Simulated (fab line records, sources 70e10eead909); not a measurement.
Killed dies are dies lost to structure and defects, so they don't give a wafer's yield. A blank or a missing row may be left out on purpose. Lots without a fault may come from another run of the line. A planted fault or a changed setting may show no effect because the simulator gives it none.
A struck lot beside a sound one | flow nand_harc | 15 steps out of a route of 1302
Sound: wafers L206.1, L206.4, L206.6. Struck: wafers L226.1, L226.3, L226.6. The cause comes at the end.
At each step with rows: each side's tool, then ch and its chambers, then its first start. Under that, the readings that differ: sound wafers | struck wafers | difference of the means | sigmas: that difference in standard deviations of wafers without a fault.
alike: readings whose means differ by less than 2 such deviations, and words and numbers that are the same on both sides. not compared: withheld readings, readings that some wafer has no value for, bounds like >300 that may hide the same value, and numbers for which the record gives no deviation and whose values overlap.
The two part at a step that has a row with sigmas, a row that says differs or no value, or rows on one side only. Numbers that don't overlap but have no deviation are shown without sigmas and don't part them. A reading that every wafer of one side lacks parts them only if that side has two wafers or more.

first, 7 steps without rows for these wafers: NHARC_A_CHANNEL_HOLE_D1_COAT_37 (time 65 s); NHARC_A_CHANNEL_HOLE_D1_COAT_04 (resist thk 90 nm); NHARC_A_CHANNEL_HOLE_D1_SOFTBAKE_05 (time 55 s); NHARC_A_CHANNEL_HOLE_D1_EBR_06; NHARC_A_CHANNEL_HOLE_D1_EXPOSE_07 (exposes mask HOLE D1, target cd 100 nm); NHARC_A_CHANNEL_HOLE_D1_PEB_08 (peb time 65 s); NHARC_A_CHANNEL_HOLE_D1_DEVELOP_09 (develop time 35 s).
NHARC_A_CHANNEL_HOLE_D1_CD_MEAS_10: target cd 100 nm.
  sound on cd_sem-03 ch 0, day 9 03:14; struck on cd_sem-02 ch 0, day 17 09:31
  reading    | sound           | struck            | difference | sigmas
  cd_nm (nm) | 99.6 100.8 99.9 | 100.7 101.3 100.9 | +0.9       | +2
NHARC_A_CHANNEL_HOLE_D1_OVL_MEAS_11:
  sound on overlay-01, day 9 03:19; struck on overlay-02, day 17 09:37
  alike: overlay_x_nm, overlay_y_nm
NHARC_A_CHANNEL_HOLE_D1_INSPECT_12:
  sound on defect_inspect-01, day 9 03:21; struck on defect_inspect-01, day 17 09:38
  alike: raw_defect_count
NHARC_A_CHANNEL_HOLE_D1_DESCUM_15: chemistry O2, time 3 s.
  sound on rie_diel-09 ch 1,2, day 9 03:25; struck on rie_diel-09 ch 2,3, day 17 09:43
  alike: drypump_motor_current_A, oes_product_au, rf_vpp_V, showerhead_plenum_p_Torr, throttle_valve_pct
  not compared: rf_hours_counter_h
NHARC_A_CHANNEL_HOLE_D1_ETCH_38: etches the open film in CF4, target depth 39 nm, time 65 s.
  sound on rie_diel-09 ch 0,2, day 9 03:31; struck on rie_diel-09 ch 0,2,3, day 17 09:47
  alike: cf4_flow_sccm, drypump_motor_current_A, oes_product_au, rf_vpp_V, run_length_s, showerhead_plenum_p_Torr, throttle_valve_pct
  not compared: rf_hours_counter_h
NHARC_A_CHANNEL_HOLE_D1_ETCH_39: etches the open film in N2/H2, target depth 260 nm, time 325 s.
  sound on rie_diel-09 ch 0,2,3, day 9 03:37; struck on rie_diel-09 ch 0,2, day 17 09:54
  reading               | sound             | struck            | difference | sigmas
  oes_product_au (a.u.) | 1.002 0.982 0.980 | 1.012 1.007 1.009 | +0.021     | +3
  run_length_s (s)      | 346.4 346.3 346.7 | 278.0 277.7 277.8 | -68.6      | -99 or more
  alike: drypump_motor_current_A, n2_flow_sccm, rf_vpp_V, showerhead_plenum_p_Torr, throttle_valve_pct
  not compared: rf_hours_counter_h
NHARC_A_CHANNEL_HOLE_D1_ETCH_34: etches the open film in CF4/CHF3, target depth 154 nm, time 77 s.
  sound on rie_diel-09 ch 1,3; struck on rie_diel-09 ch 1,2
  alike: cf4_flow_sccm, drypump_motor_current_A, oes_product_au, rf_vpp_V, run_length_s, showerhead_plenum_p_Torr, throttle_valve_pct
  not compared: rf_hours_counter_h
-- the record jumps here: 16 days lie between the struck wafers' starts before and after (it left off in module A_CHANNEL_HOLE_D1 and takes up again in module END, whose first step shown is number 1302 of the route) --
NHARC_END_SORT_01:
  the record has rows for the struck wafers here (prober-02 ch 0, day 33 09:55) and none for the sound ones

WHERE THEY PART
First at NHARC_A_CHANNEL_HOLE_D1_CD_MEAS_10; last, within this record, at NHARC_END_SORT_01.

WHY: what the simulator had put in
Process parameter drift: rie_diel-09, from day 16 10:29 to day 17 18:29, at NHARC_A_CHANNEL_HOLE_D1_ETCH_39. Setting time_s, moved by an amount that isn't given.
